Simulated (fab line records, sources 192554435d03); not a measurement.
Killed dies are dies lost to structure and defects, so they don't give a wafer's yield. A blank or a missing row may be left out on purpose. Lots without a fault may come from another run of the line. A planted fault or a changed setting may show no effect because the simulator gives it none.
fab line records | flow n5_finfet | part 2 of 2: steps 23 to 29 of 29
record lots=5 wafers=15 last_day=16
route steps=1938 shown BEOL_M7@1328 BEOL_M8@1332
lots that met no fault: from a run of the same line without faults
start_h: hours from the record's first day to the start of the lot's first wafer shown | wait_h: hours since the lot's step before | " the same as in the row above | L1.1+2: a row that stands for several wafers | - no value, or no start given | * or withheld: withheld | < > ~ a bound
route shown NAME@n: a module of which the file shows steps, and the number in the route of the first | usual: mean/standard deviation of fault-free wafers | same: alike in all rows | chamber/n: place in a boat | sites: the reading at each site | _std_site: their standard deviation | _edge_site: outer sites' mean less inner sites' | radius_mm: how far each site lies from the wafer's centre | mask NAME#n: copy n | behind: the tool/chamber that last shaped the wafer | hold: why the lot was held/for how many hours/how that ended | device: the transistor (n, p or np) that didn't switch | end of line: the same wafers' tests at the end of the route | a step without rows: its recipe alone | killed: dies lost to structure and defects at the first sort, not the wafer's yield | map: a wafer's dies, x killed, . not, _ none there
set.NAME: the setting as run; set.NAME@STEP: as run at that earlier step | model.NAME: the simulator's own value behind a step, which no gauge read
lots at some steps of the route; a table a step, a row a wafer
services: from which hour (start_h, from the record's first day; less than 0 if before it) a tool's chamber was out of use, for how many hours, and why
## steps
# step N5_BEOL_M8_ETCH_62
# recipe chemistry=N2/H2 target=SOC target_depth_a=1100 overetch_a=220 mask_material=SiARC temp_c=40 time_s=165 ion_energy_ev=200 pressure_mtorr=30 source_w=840 bias_w=150 n2_flow_sccm=200 h2_flow_sccm=200
# usual drypump_motor_current_A=6.0/0.44 oes_product_au=0.70/0.073 rf_fwd_power_W=838.1/2.7 rf_vpp_V=524.4/2.6 showerhead_plenum_p_Torr=2.56/0.1 throttle_valve_pct=17.72/0.26
# columns lot.wafer tool chamber start_h wait_h drypump_motor_current_A oes_product_au rf_fwd_power_W rf_hours_counter_h rf_vpp_V showerhead_plenum_p_Torr throttle_valve_pct
L074.2 rie_diel-04 1 207.13 0.0 5.8 0.78 840.1 8 526.1 2.60 17.53
L074.3 " 2 " " 6.0 0.68 840.0 89 526.5 2.67 17.83
L074.5 " 2 " " 6.0 0.68 839.5 - 527.0 2.67 17.82
L081.3 rie_diel-06 2 245.06 0.0 4.9 0.61 839.7 238 522.5 2.52 18.07
L081.5 " 1 " " 5.8 0.68 839.0 - 520.4 2.45 17.68
L081.6 " 0 " " 6.4 0.62 838.5 - 524.2 2.55 17.82
L083.2 rie_diel-02 3 259.12 0.0 6.8 0.82 835.3 1 521.9 2.48 17.74
L083.3 " 0 " " 5.8 0.60 845.9 212 520.2 2.40 17.66
L083.4 " 1 " " 6.3 0.69 837.7 85 524.5 2.56 17.72
L089.2 rie_diel-06 1 307.72 0.0 5.8 0.65 838.0 140 521.7 2.44 17.74
L089.3 " 2 " " 4.9 0.82 837.6 5 523.6 2.51 17.70
L089.5 " 3 " " 6.4 0.63 838.6 - 526.4 2.64 17.96
L090.1 rie_diel-02 2 315.68 0.0 5.9 0.78 836.8 30 521.0 2.47 17.34
L090.2 " 0 " " 5.8 0.59 839.2 232 519.5 2.39 17.70
L090.5 " 0 " " 5.8 0.59 841.2 - 520.5 2.39 17.69
# step N5_BEOL_M8_STRIP_68
# recipe chemistry=N2/H2 temp_c=40 n2_flow_sccm=200 h2_flow_sccm=200 rf_frequency_hz=6e+07
# columns lot.wafer tool chamber start_h wait_h
L074.2+3+5 rie_diel-04 1,2,2 207.26 0.1
L081.3+5+6 rie_diel-06 2,1,0 245.20 0.1
L083.2+3+4 rie_diel-02 3,0,1 259.25 0.1
L089.2+3+5 rie_diel-06 1,2,3 307.86 0.1
L090.1+2+5 rie_diel-02 2,0,0 315.81 0.1
# step N5_BEOL_M8_STRIP_67
# recipe chemistry=CF4 resist=SiARC power_w=300 bias_power_w=75 pressure_mtorr=50 cf4_flow_sccm=150 rf_frequency_hz=6e+07
# usual drypump_motor_current_A=6.0/0.44 oes_product_au=0.82/0.087 rf_vpp_V=271.3/1.7 showerhead_plenum_p_Torr=1.81/0.067 throttle_valve_pct=13.47/0.2
# columns lot.wafer tool chamber start_h wait_h drypump_motor_current_A oes_product_au rf_hours_counter_h rf_vpp_V showerhead_plenum_p_Torr throttle_valve_pct
L074.2 rie_diel-04 1 207.27 0.0 5.8 0.92 8 272.0 1.80 13.17
L074.3 " 2 " " 6.0 0.82 89 273.1 1.89 13.59
L074.5 " 2 " " 5.9 0.81 - 273.5 1.89 13.59
L081.3 rie_diel-06 2 245.21 0.0 4.9 0.71 238 271.2 1.77 13.70
L081.5 " 1 " " 5.8 0.79 - 269.2 1.73 13.43
L081.6 " 0 " " 6.4 0.74 - 272.1 1.81 13.55
L083.2 rie_diel-02 3 259.26 0.0 6.8 0.97 1 270.2 1.75 13.45
L083.3 " 0 " " 5.8 0.70 212 270.1 1.71 13.61
L083.4 " 1 " " 6.3 0.81 85 272.3 1.80 13.49
L089.2 rie_diel-06 1 307.87 0.0 5.8 0.76 140 269.4 1.73 13.52
L089.3 " 2 " " 4.9 0.97 5 271.8 1.77 13.15
L089.5 " 3 " " 6.4 0.75 - 270.2 1.88 13.67
L090.1 rie_diel-02 2 315.82 0.0 5.9 0.91 30 270.2 1.77 13.33
L090.2 " 0 " " 5.7 0.70 232 267.9 1.71 13.66
L090.5 " 0 " " 5.8 0.69 - 270.7 1.70 13.67
# step N5_BEOL_M8_HM_OPEN_17
# recipe chemistry=Cl2/BCl3 target_depth_a=200 overetch_a=60 target=TiN mask_material=SOC ion_energy_ev=150 pressure_mtorr=10 icp_w=1000 bias_w=126 Cl2_flow_sccm=53.25 bcl3_flow_sccm=21.75 Ar_flow_sccm=25
# usual drypump_motor_current_A=5.7/0.4 mfc_cl2_sccm=53.23/0.16 oes_product_au=0.70/0.1 rf_fwd_power_W=993/4.4 throttle_valve_pct=22.10/0.25
# columns lot.wafer tool chamber start_h wait_h drypump_motor_current_A mfc_cl2_sccm oes_product_au rf_fwd_power_W rf_hours_counter_h throttle_valve_pct
L074.2 rie_metal-02 0 207.31 0.0 5.8 53.24 0.81 994 2 22.15
L074.3 " 0 " " 5.8 53.34 0.81 995 - 22.17
L074.5 " 0 " " 5.8 53.08 0.80 998 - 22.14
L081.3 rie_metal-03 0 245.34 0.1 5.9 53.17 0.65 998 - 22.32
L081.5 " 0 " " 5.9 53.37 0.65 999 - 22.32
L081.6 " 0 " " 5.9 53.31 0.65 997 - 22.30
L083.2 rie_metal-02 0 259.34 0.1 5.8 53.28 0.77 993 - 22.18
L083.3 " 0 " " 5.8 53.14 0.77 994 - 22.14
L083.4 " 0 " " 5.8 53.27 0.78 993 - 22.16
L089.2 rie_metal-02 0 307.91 0.0 5.8 53.40 0.76 991 11 22.17
L089.3 " 0 " " 5.8 53.28 0.76 994 - 22.17
L089.5 " 1 " " 5.8 53.16 0.77 996 - 22.11
L090.1 rie_metal-02 0 315.86 0.0 5.8 53.31 0.75 992 12 22.18
L090.2 " 1 " " 5.8 53.23 0.76 1001 5 22.12
L090.5 " 1 " " 5.8 53.48 0.78 1004 - 22.12
# step N5_BEOL_M8_STRIP_19
# recipe chemistry=O2 power_w=400 temp_c=40 pressure_mtorr=30 rf_frequency_hz=6e+07 bias_power_w=0 overash_fraction=0.2 o2_flow_sccm=225
# usual drypump_motor_current_A=5.9/0.46 oes_product_au=0.80/0.094 rf_vpp_V=3.6/0.64 showerhead_plenum_p_Torr=2.11/0.073 throttle_valve_pct=16.58/0.2
# columns lot.wafer tool chamber start_h wait_h drypump_motor_current_A oes_product_au rf_hours_counter_h rf_vpp_V showerhead_plenum_p_Torr throttle_valve_pct
L074.2 rie_diel-02 3 207.65 0.3 6.8 0.68 243 3.2 2.05 17.11
L074.3 " 0 " " 5.8 0.71 189 4.1 2.02 16.67
L074.5 " 3 " " 6.8 0.68 - 4.0 2.05 17.10
L081.3 rie_diel-06 3 245.51 0.1 6.4 0.76 156 2.7 2.19 16.68
L081.5 " 3 " " 6.4 0.76 - 2.9 2.19 16.67
L081.6 " 0 " " 6.4 0.71 - 3.7 2.09 16.49
L083.2 rie_diel-06 3 259.53 0.2 6.4 0.75 161 2.6 2.19 16.70
L083.3 " 2 " " 4.9 0.69 244 4.3 2.08 16.84
L083.4 " 0 " " 6.4 0.72 165 3.4 2.09 16.50
L089.2 rie_diel-04 2 308.22 0.3 6.0 0.78 124 3.8 2.18 16.63
L089.3 " 1 " " 5.9 0.87 40 3.8 2.12 16.44
L089.5 " 1 " " 5.8 0.87 - 4.9 2.12 16.44
L090.1 rie_diel-06 3 315.97 0.1 6.4 0.73 185 3.8 2.18 16.72
L090.2 " 0 " " 6.4 0.71 189 2.8 2.08 16.55
L090.5 " 3 " " 6.4 0.73 - 3.9 2.18 16.73
# step N5_BEOL_M8_CD_MEAS_18
# recipe pitch_nm=80 target_cd_nm=40
# usual cd_nm=40.0/0.74
# columns lot.wafer tool chamber start_h wait_h cd_nm
L074.2 cd_sem-03 - 207.72 0.1 39.7
L074.3 " - " " 38.8
L074.5 " - " " 39.4
L081.3 cd_sem-02 - 245.59 0.1 39.3
L081.5 " - " " 38.8
L081.6 " - " " 39.3
L083.2 cd_sem-01 - 259.60 0.1 38.2
L083.3 " - " " 39.8
L083.4 " - " " 39.6
L089.2 cd_sem-01 - 308.30 0.1 39.8
L089.3 " - " " 39.7
L089.5 " - " " 40.4
L090.1 cd_sem-02 - 316.04 0.0 40.1
L090.2 " - " " 40.1
L090.5 " - " " 40.6
# step N5_BEOL_M8_COAT_63
# recipe resist=SOC temp_c=250 time_s=60 spin_rpm=1500 resist_thk_nm=60
# usual spin_speed_rpm=1499.9/1.1
# columns lot.wafer tool chamber start_h wait_h spin_speed_rpm
L074.2 litho_track-05 0 209.39 1.7 1498.8
L074.3 " 0 " " 1498.9
L074.5 " 0 " " 1499.3
L081.3 litho_track-03 0 248.00 2.4 1500.1
L081.5 " 0 " " 1500.1
L081.6 " 0 " " 1499.2
L083.2 litho_track-05 0 260.71 1.1 1500.7
L083.3 " 0 " " 1500.8
L083.4 " 0 " " 1501.5
L089.2 litho_track-03 0 308.95 0.7 1499.1
L089.3 " 0 " " 1500.6
L089.5 " 0 " " 1499.2
L090.1 litho_track-03 0 316.20 0.2 1501.0
L090.2 " 0 " " 1499.5
L090.5 " 0 " " 1500.6
## services
# columns tool chamber start_h hours kind
uv_cure-01 - 180.64 2.1 pm
arfi_scanner-03 - 183.61 0.8 repair
rie_diel-06 2 189.17 6.4 repair
arfi_scanner-03 - 191.79 1.3 pm
arfi_scanner-01 - 194.41 0.6 repair
rie_diel-06 - 195.09 0.2 repair
uv_cure-02 - 196.12 1.0 pm
arfi_scanner-01 - 214.71 4.9 pm
arfi_scanner-01 - 221.89 2.7 repair
arfi_scanner-03 - 222.72 1.0 pm
pecvd-03 - 227.45 0.9 repair
uv_cure-02 - 240.64 12.4 repair
arfi_scanner-01 - 243.68 1.3 pm
arfi_scanner-03 - 254.25 1.0 pm
arfi_scanner-01 - 261.34 3.9 pm
pecvd-02 - 266.68 5.9 repair
arfi_scanner-03 - 271.90 0.8 pm
arfi_scanner-01 - 273.38 1.0 pm
rie_diel-06 - 279.75 0.6 repair
rie_metal-02 0 281.18 8.2 repair
pecvd-03 2 281.80 4.3 repair
uv_cure-02 - 284.84 3.4 pm
arfi_scanner-01 - 286.63 0.8 pm
pecvd-03 - 307.84 0.5 repair
